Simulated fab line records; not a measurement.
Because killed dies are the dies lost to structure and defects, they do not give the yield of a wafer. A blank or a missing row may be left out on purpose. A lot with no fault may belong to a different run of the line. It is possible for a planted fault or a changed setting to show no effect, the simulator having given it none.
fab line records	flow nand_harc
record lots=14	wafers=41	last_day=25
route steps=1159 shown A_STAIRCASE@647 END@1159
lots untouched by any fault: they come from a run of this same line in which no faults occurred
start_h: hours from the record's opening day to when the first of the lot's shown wafers began	wait_h: how many hours have passed since the lot's step before this one	" same as the row above	L1.1+2: one row covering several wafers at once	- value missing, or start not given	* or withheld: withheld	< > ~ a bound
route shown NAME@n: names a module that has steps shown in the file, with the first one's number in the route	usual: mean/standard deviation of fault-free wafers	same: alike in all rows	chamber/n: place in a boat	sites: each site's reading	_std_site: standard deviation of those values	_edge_site: mean of outer sites minus mean of inner sites	radius_mm: for every site, how far away it sits from the centre of the wafer	mask NAME#n: copy n	behind: tool/chamber where the wafer was last shaped	hold: why the lot was held/for how many hours/how that ended	device: the transistor (n, p or np) that didn't switch	end of line: the tests these same wafers got at the end of their route	a step given without rows: its recipe and nothing more	killed: at the first sort, the dies lost to defects and structure; wafer yield is something else	map: shows each die of a wafer: x if killed, . if not, _ if none is there
set.NAME: the setting the step ran with; set.NAME@STEP: the setting that earlier step ran with	model.NAME: the simulator's own value behind a step, which no gauge read
one table for each step of the route and one row for each wafer, over a sample of lots
services: the hour from which a tool's chamber was out of use, counted from the record's first day as start_h (under 0 if before that day), plus the number of hours and why
## steps
# step NHARC_A_STAIRCASE_ETCH_253
# recipe target_depth_a=500	time_s=20.2	ion_energy_ev=400	c4f8_flow_sccm=20	o2_flow_sccm=10	ar_flow_sccm=withheld	rf_w=600	bias_w=1000	chemistry=C4F8/O2
# usual oes_product_au=0.947/0.02	rf_vpp_V=894/6.1
lot.wafer	tool	chamber	start_h	wait_h	oes_product_au	rf_hours_counter_h	rf_vpp_V
L918.3	rie_diel-13	3	248.23	0.1	0.949	51	888
L918.1	"	2	"	"	0.945	55	888
L918.6	"	3	"	"	0.951	-	889
L919.3	rie_diel-13	0	248.58	0.1	0.924	51	899
L919.2	"	2	"	"	0.979	56	887
L919.6	"	1	"	"	0.948	-	889
L920.1	rie_diel-13	0	259.49	0.1	0.944	55	898
L920.4	"	2	"	"	0.977	58	886
L920.5	"	1	"	"	0.966	-	891
L921.1	rie_diel-01	0	260.03	0.1	0.960	45	894
L921.5	"	2	"	"	0.974	-	887
L921.6	"	3	"	"	0.970	-	897
L922.1	rie_diel-06	2	273.65	0.1	0.948	8	898
L922.4	"	0	"	"	0.924	6	898
L922.6	"	3	"	"	0.962	-	888
L923.1	rie_diel-06	0	274.15	0.1	0.946	7	899
L923.4	"	3	"	"	0.954	7	887
L923.6	"	1	"	"	0.948	-	901
L925.3	rie_diel-01	2	289.49	0.1	0.963	50	888
L925.1	"	0	"	"	0.971	53	894
L925.4	"	1	"	"	0.955	54	888
L927.1	rie_diel-01	3	304.98	0.1	0.974	63	897
L927.6	"	3	"	"	0.968	-	896
L929.4	rie_diel-06	2	315.09	0.1	0.957	23	899
L929.3	"	1	"	"	0.981	24	901
L929.5	"	3	"	"	0.965	-	887
L928.3	rie_diel-13	1	316.27	0.1	0.917	13	889
L928.6	"	3	"	"	0.911	-	886
L928.5	"	0	"	"	0.932	-	897
L935.3	rie_diel-06	1	347.80	0.5	0.916	37	900
L935.1	"	2	"	"	0.925	36	899
L935.4	"	0	"	"	0.911	38	899
L939.2	rie_diel-01	0	371.87	0.2	0.954	17	894
L939.1	"	2	"	"	0.968	17	888
L939.6	"	0	"	"	0.962	-	892
L940.4	rie_diel-13	0	379.88	0.3	0.940	36	899
L940.2	"	3	"	"	0.938	40	886
L940.5	"	0	"	"	0.944	-	896
L941.1	rie_diel-13	2	393.49	0.1	0.985	45	905
L941.3	"	0	"	"	0.971	43	898
L941.6	"	2	"	"	0.974	-	903
# step NHARC_A_STAIRCASE_STRIP_254
# recipe power_w=1500	temp_c=250	chemistry=O2
# usual drypump_motor_current_A=5.44/0.28	heater_power_w=332/33	temp_c=249.96/0.2
lot.wafer	tool	chamber	start_h	wait_h	drypump_motor_current_A	heater_power_w	rf_hours_counter_h	temp_c
L918.1	plasma_asher-01	1	248.36	-	5.15	395	49	249.82
L918.3	"	0	"	"	5.09	355	-	249.92
L918.6	"	0	"	"	5.11	359	-	249.97
L919.2	plasma_asher-01	1	248.67	-	5.13	401	49	250.42
L919.3	"	0	"	"	5.08	360	-	249.93
L919.6	"	1	"	"	5.13	394	-	250.52
L920.1	plasma_asher-02	0	259.57	-	5.59	298	24	250.06
L920.4	"	0	"	"	5.58	295	-	249.94
L920.5	"	1	"	"	5.72	326	-	250.09
L921.1	plasma_asher-02	0	260.11	-	5.59	295	24	250.07
L921.5	"	0	"	"	5.60	295	-	249.91
L921.6	"	1	"	"	5.77	320	-	250.00
L922.1	plasma_asher-02	0	273.73	-	5.60	298	29	250.01
L922.4	"	0	"	"	5.60	290	-	249.72
L922.6	"	0	"	"	5.61	293	-	249.81
L923.1	plasma_asher-01	1	274.29	-	5.13	393	58	249.76
L923.4	"	0	"	"	5.11	361	-	250.03
L923.6	"	1	"	"	5.12	385	-	249.48
L925.1	plasma_asher-02	0	289.58	-	5.60	296	36	250.12
L925.4	"	0	"	"	5.59	292	-	250.24
L925.3	"	1	"	"	5.77	329	-	249.83
L927.1	plasma_asher-01	1	305.13	-	5.12	367	6	250.21
L927.6	"	1	"	"	5.14	370	-	250.05
L929.3	plasma_asher-02	1	315.27	-	5.74	332	-	249.82
L929.4	"	0	"	"	5.58	297	-	249.97
L929.5	"	0	"	"	5.60	290	-	250.13
L928.3	plasma_asher-01	0	316.49	-	5.10	354	-	250.02
L928.5	"	1	"	"	5.16	380	-	250.02
L928.6	"	0	"	"	5.10	342	-	250.01
L935.1	plasma_asher-01	0	347.89	-	5.10	349	21	249.90
L935.3	"	0	"	"	5.10	357	-	249.76
L935.4	"	1	"	"	5.11	379	-	249.70
L939.2	plasma_asher-02	1	372.00	-	5.68	304	1	249.97
L939.1	"	0	"	"	5.60	298	1	249.87
L939.6	"	1	"	"	5.71	314	-	249.82
L940.2	plasma_asher-02	0	379.96	-	5.58	303	5	250.51
L940.4	"	1	"	"	5.73	312	-	250.16
L940.5	"	0	"	"	5.60	300	-	250.16
L941.1	plasma_asher-02	0	393.62	-	5.57	293	9	249.94
L941.3	"	0	"	"	5.57	299	-	250.05
L941.6	"	0	"	"	5.58	299	-	249.85
# step NHARC_A_STAIRCASE_HM_DEP_456
# recipe target_thk_a=15000	temp_c=400	material=aC
# usual throttle_valve_pct=35.001/0.0091
lot.wafer	tool	chamber	start_h	wait_h	throttle_valve_pct
L918.1	acl_dep-03	0	249.13	-	34.996
L918.3	"	0	"	"	34.995
L918.6	"	0	"	"	35.001
L919.2	acl_dep-01	0	249.79	-	34.995
L919.3	"	0	"	"	35.002
L919.6	"	0	"	"	35.001
L920.1	acl_dep-01	0	260.38	-	35.007
L920.4	"	0	"	"	34.998
L920.5	"	0	"	"	35.000
L921.1	acl_dep-02	0	260.94	-	35.000
L921.5	"	0	262.17	-	35.000
L921.6	"	0	"	"	35.002
L922.1	acl_dep-01	0	274.54	-	35.006
L922.4	"	0	"	"	35.023
L922.6	"	0	"	"	35.001
L923.1	acl_dep-02	0	275.05	-	34.996
L923.4	"	0	"	"	35.004
L923.6	"	0	"	"	35.006
L925.1	acl_dep-02	0	291.69	-	35.006
L925.3	"	0	"	"	35.027
L925.4	"	0	"	"	34.990
L927.1	acl_dep-02	0	311.10	-	35.003
L927.6	"	0	312.63	-	34.989
L929.3	acl_dep-01	0	318.82	-	35.002
L929.4	"	0	"	"	35.001
L929.5	"	0	"	"	34.999
L928.3	acl_dep-02	0	320.50	-	35.007
L928.5	"	0	"	"	34.997
L928.6	"	0	"	"	34.988
L935.1	acl_dep-02	0	348.70	-	34.991
L935.3	"	0	"	"	35.002
L935.4	"	0	"	"	34.992
L939.1	acl_dep-01	0	374.76	-	35.000
L939.2	"	0	"	"	35.018
L939.6	"	0	376.28	-	35.002
L940.2	acl_dep-01	0	383.40	-	35.005
L940.4	"	0	"	"	35.020
L940.5	"	0	"	"	35.006
L941.1	acl_dep-03	0	395.17	-	34.996
L941.3	"	0	"	"	34.999
L941.6	"	0	"	"	34.999
# step NHARC_A_STAIRCASE_ALD_415
# recipe target_thk_a=300	pulse_time_s=6	ald_cycles=300	temp_c=300	material=SiO2
# usual ald_cycles=300/0	heater_power_w=456/28	precursor_pulse_height_rel=1.000/0.02
lot.wafer	tool	chamber	start_h	wait_h	ald_cycles	heater_power_w	precursor_pulse_height_rel
L918.1	ald_hk-04	2	260.50	0.1	300	407	1.018
L918.3	"	3	"	"	300	456	0.996
L918.6	"	3	"	"	300	456	1.009
L919.3	ald_hk-02	3	261.93	1.1	300	468	0.997
L919.2	"	1	"	"	300	437	1.017
L919.6	"	2	"	"	300	483	0.994
L920.4	ald_hk-04	0	270.85	0.1	300	490	0.994
L920.1	"	2	"	"	300	408	1.030
L920.5	"	0	"	"	300	477	0.993
L921.1	ald_hk-02	0	271.87	0.8	300	469	1.007
L921.6	"	1	"	"	300	449	1.005
L921.5	"	2	"	"	300	465	0.977
L923.1	ald_hk-02	1	284.87	0.1	300	436	1.033
L923.4	"	2	"	"	300	457	1.033
L923.6	"	1	"	"	300	432	0.999
L922.1	ald_hk-04	1	288.72	0.3	300	429	0.984
L922.4	"	3	"	"	300	457	0.989
L922.6	"	0	"	"	300	479	1.037
L925.1	ald_hk-02	0	304.06	0.1	300	491	0.992
L925.3	"	2	"	"	300	465	0.989
L925.4	"	3	"	"	300	487	1.018
L927.1	ald_hk-04	3	324.56	0.5	368	473	1.039
L927.6	"	2	"	"	300	404	0.994
L929.4	ald_hk-04	0	329.54	0.5	300	490	1.019
L929.3	"	1	"	"	300	436	1.004
L929.5	"	3	"	"	368	455	0.988
L928.3	ald_hk-04	1	332.33	0.7	300	434	1.004
L928.5	"	2	"	"	368	415	1.023
L928.6	"	3	"	"	300	462	0.986
L935.4	ald_hk-01	0	361.76	0.1	300	388	1.005
L935.3	"	2	"	"	300	488	0.991
L935.1	"	3	"	"	300	499	1.008
L939.1	ald_hk-02	3	386.21	0.1	300	502	0.993
L939.2	"	0	"	"	300	501	1.005
L939.6	"	0	"	"	300	507	0.980
L940.4	ald_hk-02	3	393.28	0.3	300	478	0.987
L940.2	"	1	"	"	300	429	0.998
L940.5	"	3	"	"	300	480	0.995
L941.1	ald_hk-02	0	405.23	0.1	300	492	0.970
L941.3	"	3	"	"	300	500	0.995
L941.6	"	1	"	"	300	439	0.970
# step NHARC_END_SORT_01
# recipe temp_c=25
# usual killed_at_array=26/11	killed_at_other=0.4/0.78	killed_at_periphery=3.4/2.4	killed_dies=29/11	killed_open=3.1/1.9	killed_short=1.9/1.4
# same gross_dies=677
lot.wafer	tool	chamber	start_h	wait_h	killed_at_array	killed_at_other	killed_at_periphery	killed_dies	killed_open	killed_short
L929.3	prober-01	0	538.20	3.1	37	0	0	37	4	2
L929.4	prober-01	0	539.00	3.4	16	1	7	24	3	1
L929.5	prober-01	0	539.81	3.7	668	0	1	669	3	3
L928.3	prober-01	0	553.86	3.1	32	0	4	36	8	2
L928.5	prober-01	0	555.46	3.7	664	0	2	666	3	1
L928.6	prober-01	0	556.26	4.0	22	0	6	28	7	2
# killed by level:class
L929.3 A_SLIT:chamber_film_flake=19 A_CONTACT:chamber_film_flake=8 A_CHANNEL_HOLE_D1:chamber_film_flake=3 A_CONTACT:geometric_particle:open=2 A_SOURCE_PLATE:geometric_particle:open=1 A_CHANNEL_FILL_D1:geometric_particle:open=1 A_SGD_CUT:geometric_particle:short=1 A_M1:geometric_particle:short=1
L929.4 A_CHANNEL_HOLE_D1:chamber_film_flake=4 A_SLIT:chamber_film_flake=4 A_CONTACT:chamber_film_flake=4 P_GATE:chamber_film_flake=3 A_CHANNEL_HOLE_D1:geometric_particle:open=2 P_STI:chamber_film_flake=2 P_M0:geometric_particle:short=1 A_M0:geometric_particle:open=1
L929.5 A_STAIRCASE:area_ald=637 A_SLIT:chamber_film_flake=10 A_CONTACT:chamber_film_flake=10 A_CHANNEL_HOLE_D1:chamber_film_flake=4 A_CONTACT:geometric_particle:open=2 A_CHANNEL_HOLE_D1:geometric_particle:short=1 A_WL_FILL:geometric_particle:open=1 A_WL_FILL:geometric_particle:short=1
L928.3 A_CHANNEL_HOLE_D1:chamber_film_flake=19 A_STAIRCASE:chamber_film_flake=5 P_CONTACT:geometric_particle:open=3 A_BLC:geometric_particle:open=3 A_WL_FILL:geometric_particle:short=1 A_CONTACT:geometric_particle:open=1 A_M0:geometric_particle:open=1 A_M1:geometric_particle:short=1
L928.5 A_STAIRCASE:area_ald=638 A_CHANNEL_HOLE_D1:chamber_film_flake=20 A_CONTACT:geometric_particle:open=2 A_CONTACT:chamber_film_flake=2 P_GATE:geometric_particle:open=1 A_M1:geometric_particle:short=1 P_M0:chamber_film_flake=1 A_STAIRCASE:chamber_film_flake=1
L928.6 A_CHANNEL_HOLE_D1:chamber_film_flake=11 A_STAIRCASE:chamber_film_flake=3 P_M0:chamber_film_flake=2 P_GATE:geometric_particle:open=1 P_CONTACT:geometric_particle:open=1 P_M0:geometric_particle:open=1 A_CHANNEL_HOLE_D1:geometric_particle:open=1 A_CHANNEL_FILL_D1:geometric_particle:open=1
## services
tool	chamber	start_h	hours	kind
ald_hk-01	-	228.00	10.0	pm
rie_diel-06	-	241.27	9.0	pm
rie_diel-01	1	255.60	2.0	repair
rie_diel-01	0	260.84	5.2	repair
plasma_asher-02	-	263.43	0.5	repair
rie_diel-13	-	276.08	9.0	pm
plasma_asher-01	-	276.52	9.0	pm
ald_hk-02	0	286.27	10.0	vent_cycle
acl_dep-01	-	293.83	13.0	pm
rie_diel-06	-	296.99	3.5	repair
rie_diel-01	1	308.71	14.6	repair
rie_diel-13	2	309.80	3.9	repair
rie_diel-01	-	315.40	9.0	pm
ald_hk-01	-	323.00	0.9	repair
rie_diel-01	1	333.90	6.0	repair
acl_dep-02	-	350.55	13.0	pm
rie_diel-06	3	359.28	27.0	repair
plasma_asher-02	-	360.51	9.0	pm
plasma_asher-02	0	360.51	9.0	vent_cycle
plasma_asher-02	1	360.51	9.0	vent_cycle
ald_hk-04	-	364.00	10.0	pm
plasma_asher-02	0	369.51	-	clean
plasma_asher-02	1	369.51	-	clean
acl_dep-03	-	405.69	13.0	pm
## key
first_sign step=NHARC_A_STAIRCASE_ALD_415	reading=ald_cycles	direction=up	sigmas=99+	usual=300	struck=368
effect step=NHARC_END_SORT_01	reading=killed_at_array	direction=up	sigmas=61	usual=26	struck=666
more_kills_born_at NHARC_A_STAIRCASE_ALD_415@ald_hk-04=1275
met_at NHARC_A_STAIRCASE_ALD_415
struck_lots L927,L928,L929
struck_wafers L927.1,L928.5,L929.5
later_rows_left_out L927.1,L928.5,L929.5
sort_left_out L927.1
tester_left_out L927,L928,L929
not_acting_at NHARC_A_STAIRCASE_ETCH_253,NHARC_A_STAIRCASE_STRIP_254,NHARC_A_STAIRCASE_HM_DEP_456
onset_between 288.72 324.56
fault kind=process_parameter_drift	tool=ald_hk-04	chamber=-	onset_h=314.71	steps=NHARC_A_STAIRCASE_ALD_415	channel=ald_cycles	offset=68	shape=step	end_h=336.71	scope=struck_wafers_only	acts_in=these_recipes_only	stated=300
# tester_left_out: of these lots the tester's yield and bins aren't shown, on N5 and GAA mostly nor the transistor test; their killed dies are dies lost to structure and defects alone, not to doping, threshold or leakage, so they don't give the yield
# sort_left_out: the simulated sort isn't trusted on such a fault, so these wafers' sort isn't shown, and their yield isn't known
# later_rows_left_out: the simulator's readings of these wafers behind a module that went badly wrong aren't trusted and aren't shown, but for the sort
